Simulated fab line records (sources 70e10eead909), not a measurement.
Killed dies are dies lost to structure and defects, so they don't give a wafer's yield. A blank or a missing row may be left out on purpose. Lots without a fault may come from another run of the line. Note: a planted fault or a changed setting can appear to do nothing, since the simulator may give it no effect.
Matching of chambers | flow nand harc | NHARC_A_WL_FILL_CMP_12 on cmp-03: 4 sister chambers
The step polishes, t overpolish 30 s, target thk 100 nm. 8 wafers are shown with their chamber, then 11 later ones without.

== EACH WAFER AND ITS CHAMBER ==
wafer  | chamber | motor current A (A) | time to endpoint s (s)
L081.5 | 1       | 12.0                | 24.0
L086.4 | 2       | 12.2                | 19.7
L089.5 | 3       | 13.1                | 18.2
L089.6 | 0       | 10.3                | 19.7
L087.1 | 0       | 10.8                | 20.3
L087.2 | 2       | 12.6                | 18.1
L087.3 | 1       | 12.3                | 20.3
L087.4 | 3       | 13.2                | 17.9

== WAFERS WITH NO CHAMBER GIVEN ==
wafer  | motor current A (A) | time to endpoint s (s)
L087.5 | 12.2                | 20.5
L087.6 | 12.5                | 16.0
L092.3 | 10.2                | 19.3
L092.5 | 12.9                | 20.0
L092.6 | 13.4                | 18.5
L093.1 | 13.0                | 18.7
L093.2 | 10.0                | 17.7
L093.3 | 11.2                | 17.2
L097.1 | 11.9                | 20.8
L097.5 | 12.1                | 21.2
L097.6 | 13.5                | 19.2

== CHAMBER TAKEN BY EACH ==
wafer  | from the rows above          | in truth
L087.5 | can't be placed: 1 or 2      | 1
L087.6 | can't be placed: 2 or 3      | 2
L092.3 | 0                            | 0
L092.5 | can't be placed: 3 or 2 or 1 | 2
L092.6 | 3                            | 3
L093.1 | can't be placed: 3 or 2      | 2
L093.2 | 0                            | 0
L093.3 | can't be placed: 0 or 2 or 1 | 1
L097.1 | can't be placed: 1 or 2      | 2
L097.5 | can't be placed: 1 or 2      | 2
L097.6 | 3                            | 3
4 of 11 placed correctly. Can't be placed from these rows: 7 (the true chamber is among the candidates in 7). Placed wrongly: 0.
How it was worked out, from the rows above alone: a wafer's distance from a chamber is the root of the sum, over the readings, of the square of ((its reading less the chamber's mean) divided by the reading's scatter). If the next closest chamber is less than 2 further off than the closest, the wafer can't be placed; otherwise it belongs to the closest. Each chamber's mean is taken over the wafers shown for it. The scatter: the root of (the sum of the squares of (reading less its chamber's mean) over the shown wafers, divided by (wafers less chambers)).
